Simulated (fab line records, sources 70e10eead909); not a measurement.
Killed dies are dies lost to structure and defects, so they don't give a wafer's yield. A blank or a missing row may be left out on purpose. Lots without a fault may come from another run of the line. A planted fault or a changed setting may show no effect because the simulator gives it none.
Which tool did it? | flow nand_harc | 13 lots, 39 wafers sampled, at 5 steps of a route of 1302

WHAT THE GAUGES READ, wafer by wafer
NHARC_A_BONDPAD_THK_MEAS_20: measures by xrf. Usual: thk_nm 169.8 nm, standard deviation 1.6.
lot  | measured     | on            | thk_nm (nm)       | flag
L929 | day 24 02:53 | film_metro-02 | 170.8 170.1 172.0 |
L926 | day 24 05:03 | film_metro-01 | 167.7 170.7 167.5 |
L927 | day 24 12:15 | film_metro-02 | 170.1 170.2 168.7 |
L930 | day 25 09:13 | film_metro-02 | 170.2 170.5 168.5 |
L931 | day 25 13:11 | film_metro-01 | 171.8 170.0 172.3 |
L932 | day 25 22:23 | film_metro-01 | 170.3 170.0 170.1 |
L934 | day 27 01:20 | film_metro-01 | 169.6 170.0 171.2 |
L935 | day 27 17:10 | film_metro-02 | 169.7 170.5 170.1 |
L936 | day 27 17:48 | film_metro-02 | 170.0 169.0 172.8 |
L937 | day 27 23:30 | film_metro-01 | 172.3 168.2 168.3 |
L938 | day 28 04:29 | film_metro-02 | 172.1 169.0 172.6 |
L939 | day 28 09:39 | film_metro-01 | 167.3 168.9 168.1 |
L943 | day 31 03:01 | film_metro-01 | 168.0 170.5 170.2 |

NHARC_END_SORT_01. Usual: defect_limited_yield 90.9 %, standard deviation 2.6; killed_at_array 57, standard deviation 18; killed_at_other 0.8, standard deviation 1; killed_at_periphery 3.9, standard deviation 2.8; killed_dies 62, standard deviation 18; killed_open 3.4, standard deviation 1.8; killed_short 2.2, standard deviation 1.6.
lot  | measured     | on        | defect_limited_yield (%) | killed_at_array | killed_at_other | killed_at_periphery | killed_dies | killed_open | killed_short | flag
L937 | day 29 04:56 | prober-01 | 97.5 97.8 96.0           | 16 14 23        | 0 1 1           | 1 0 3               | 17 15 27    | 5 4 9       | 0 4 3        |
L938 | day 29 12:42 | prober-01 | 91.6 93.1 91.3           | 51 45 52        | 1 0 1           | 5 2 6               | 57 47 59    | 5 4 4       | 0 1 4        |
L939 | day 29 11:46 | prober-02 | 0 0 0                    | 49 39 41        | 627 633 634     | 1 5 2               | 677 677 677 | 2 4 3       | 1 1 2        | OFF
L943 | day 32 04:54 | prober-02 | 0 0 0                    | 30 37 35        | 641 635 635     | 6 5 7               | 677 677 677 | 0 1 5       | 2 0 6        | OFF

WHICH TOOL RAN EACH LOT (tool, then ch and the chambers of the sampled wafers, then the start)
lot  | NHARC_A_BONDPAD_STRIP_15           | NHARC_A_BONDPAD_ANNEAL_28        | NHARC_THIN_TSV_GRIND_00
L929 | rie_diel-04 ch 0,1,2, day 24 00:56 | rtp_anneal-01 ch 0, day 24 02:22 | grinder-01 ch 0, day 24 19:34
L926 | rie_diel-04 ch 0,1, day 24 03:05   | rtp_anneal-01 ch 0, day 24 04:23 | grinder-01 ch 0, day 24 17:47
L927 | rie_diel-04 ch 1,2, day 24 10:17   | rtp_anneal-02 ch 0, day 24 11:38 | grinder-01 ch 0, day 24 22:20
L930 | rie_diel-04 ch 0,3, day 25 07:11   | rtp_anneal-02 ch 0, day 25 08:38 | grinder-01 ch 0, day 25 19:44
L931 | rie_diel-03 ch 1,3, day 25 10:58   | rtp_anneal-01 ch 0, day 25 12:34 | grinder-01 ch 0, day 26 03:16
L932 | rie_diel-03 ch 1,2,3, day 25 20:27 | rtp_anneal-02 ch 0, day 25 21:52 | grinder-01 ch 0, day 26 08:47
L934 | rie_diel-03 ch 0,2,3, day 26 23:20 | rtp_anneal-01 ch 0, day 27 00:40 | grinder-01 ch 0, day 27 12:10
L935 | rie_diel-04 ch 0,1,2, day 27 15:13 | rtp_anneal-01 ch 0, day 27 16:30 | grinder-01 ch 0, day 28 03:27
L936 | rie_diel-02 ch 0,2,3, day 27 15:35 | rtp_anneal-01 ch 0, day 27 17:11 | grinder-01 ch 0, day 28 04:52
L937 | rie_diel-03 ch 0,1, day 27 21:29   | rtp_anneal-01 ch 0, day 27 22:50 | grinder-01 ch 0, day 28 09:25
L938 | rie_diel-04 ch 0,3, day 28 02:32   | rtp_anneal-01 ch 0, day 28 03:49 | grinder-01 ch 0, day 28 14:22
L939 | rie_diel-03 ch 1,2, day 28 07:41   | rtp_anneal-01 ch 0, day 28 08:58 | grinder-01 ch 0, day 28 19:37
L943 | rie_diel-03 ch 0,2,3, day 31 01:04 | rtp_anneal-01 ch 0, day 31 02:22 | grinder-01 ch 0, day 31 12:22
- NHARC_A_BONDPAD_STRIP_15: strips in O2.
- NHARC_A_BONDPAD_ANNEAL_28: time 90 s.
- NHARC_THIN_TSV_GRIND_00

WHAT THE TOOLS THEMSELVES READ (means of the sampled wafers that have a number; where no wafer has one, the mark that the record gives instead)
NHARC_A_BONDPAD_STRIP_15. Usual: chamber_pressure_mTorr 59.99 mTorr, standard deviation 0.053; drypump_motor_current_A 5.72 A, standard deviation 0.29; oes_product_au 0.998 a.u., standard deviation 0.011; rf_vpp_V 57.6 V, standard deviation 0.91; showerhead_plenum_p_Torr 3.51 Torr, standard deviation 0.15; throttle_valve_pct 17.036 %, standard deviation 0.0086.
lot  | tool        | chamber_pressure_mTorr (mTorr) | drypump_motor_current_A (A) | oes_product_au (a.u.) | rf_vpp_V (V) | showerhead_plenum_p_Torr (Torr) | throttle_valve_pct (%) | flag
L929 | rie_diel-04 | 59.96                          | 5.67                        | 1.000                 | 58.0         | 3.42                            | 17.030                 |
L926 | rie_diel-04 | 60.00                          | 5.64                        | 1.004                 | 56.8         | 3.39                            | 17.041                 |
L927 | rie_diel-04 | 60.00                          | 5.74                        | 0.997                 | 57.7         | 3.44                            | 17.043                 |
L930 | rie_diel-04 | 60.00                          | 5.53                        | 1.007                 | 57.2         | 3.50                            | 17.039                 |
L931 | rie_diel-03 | 60.02                          | 6.10                        | 1.001                 | 57.7         | 3.49                            | 17.029                 |
L932 | rie_diel-03 | 59.99                          | 6.13                        | 1.006                 | 58.1         | 3.56                            | 17.037                 |
L934 | rie_diel-03 | 60.01                          | 5.91                        | 0.992                 | 58.1         | 3.55                            | 17.039                 |
L935 | rie_diel-04 | 60.04                          | 5.68                        | 0.989                 | 57.4         | 3.42                            | 17.038                 |
L936 | rie_diel-02 | 59.99                          | 5.47                        | 1.003                 | 57.6         | 3.58                            | 17.027                 |
L937 | rie_diel-03 | 60.02                          | 5.77                        | 0.993                 | 57.4         | 3.36                            | 17.034                 |
L938 | rie_diel-04 | 59.96                          | 5.53                        | 1.024                 | 57.0         | 3.64                            | 17.035                 |
L939 | rie_diel-03 | 59.94                          | 6.21                        | 1.010                 | 57.3         | 3.45                            | 17.036                 |
L943 | rie_diel-03 | 60.00                          | 5.90                        | 0.987                 | 57.2         | 3.54                            | 17.041                 |

NHARC_A_BONDPAD_ANNEAL_28. Usual: anneal_temp_c 225.02 C, standard deviation 0.19; wafer_temp_C_max 225.9, standard deviation 0.47.
lot  | tool          | anneal_temp_c (C) | wafer_temp_C_max | flag
L929 | rtp_anneal-01 | 225.05            | 225.5            |
L926 | rtp_anneal-01 | 224.99            | 225.8            |
L927 | rtp_anneal-02 | 224.96            | 226.6            |
L930 | rtp_anneal-02 | 224.73            | 226.3            |
L931 | rtp_anneal-01 | 225.37            | 225.7            |
L932 | rtp_anneal-02 | 225.02            | 226.3            |
L934 | rtp_anneal-01 | 225.00            | 225.6            |
L935 | rtp_anneal-01 | 225.15            | 225.7            |
L936 | rtp_anneal-01 | 224.54            | 225.6            |
L937 | rtp_anneal-01 | 225.04            | 225.8            |
L938 | rtp_anneal-01 | 224.93            | 225.7            |
L939 | rtp_anneal-01 | 224.96            | 225.5            |
L943 | rtp_anneal-01 | 225.06            | 225.9            |

NHARC_THIN_TSV_GRIND_00. Usual: motor_current_A 11.999 A, standard deviation 0.022.
lot  | tool       | motor_current_A (A) | flag
L929 | grinder-01 | 11.981              |
L926 | grinder-01 | 12.019              |
L927 | grinder-01 | 12.007              |
L930 | grinder-01 | 12.016              |
L931 | grinder-01 | 11.988              |
L932 | grinder-01 | 12.014              |
L934 | grinder-01 | 12.017              |
L935 | grinder-01 | 11.996              |
L936 | grinder-01 | 12.005              |
L937 | grinder-01 | 11.985              |
L938 | grinder-01 | 11.996              |
L939 | grinder-01 | 12.000              |
L943 | grinder-01 | 11.997              |

THE ANSWER, worked out from the rows above alone
Rule: a lot is off if the mean of its wafers that have a number lies more than 3 standard deviations from the usual mean. A lot without any number at a reading at which 4 lots or more have one is off too. The other lots that the step has rows for count as sound. The gauges are gone through in route order, then the tools' own readings, and for those a lot's mean is taken as printed above. The first step at which some lot is off is used, and at that step the reading that is off furthest; a lot without a number counts as furthest.
Off: L939, L943, at NHARC_END_SORT_01 (killed_at_other). Neither off nor sound, because the step has no rows for them: L929, L926, L927, L930, L931, L932, L934, L935, L936.
A tool fits if, at a process step before that reading, it ran every lot that is off, and no sound lot after the first of them. The gauges at NHARC_END_SORT_01 are tried like those tools. Can't be told from this: 4 tools fit, rie_diel-03 at NHARC_A_BONDPAD_STRIP_15, rtp_anneal-01 at NHARC_A_BONDPAD_ANNEAL_28, grinder-01 at NHARC_THIN_TSV_GRIND_00, prober-02 at NHARC_END_SORT_01.

WHAT THE SIMULATOR HAD PUT IN
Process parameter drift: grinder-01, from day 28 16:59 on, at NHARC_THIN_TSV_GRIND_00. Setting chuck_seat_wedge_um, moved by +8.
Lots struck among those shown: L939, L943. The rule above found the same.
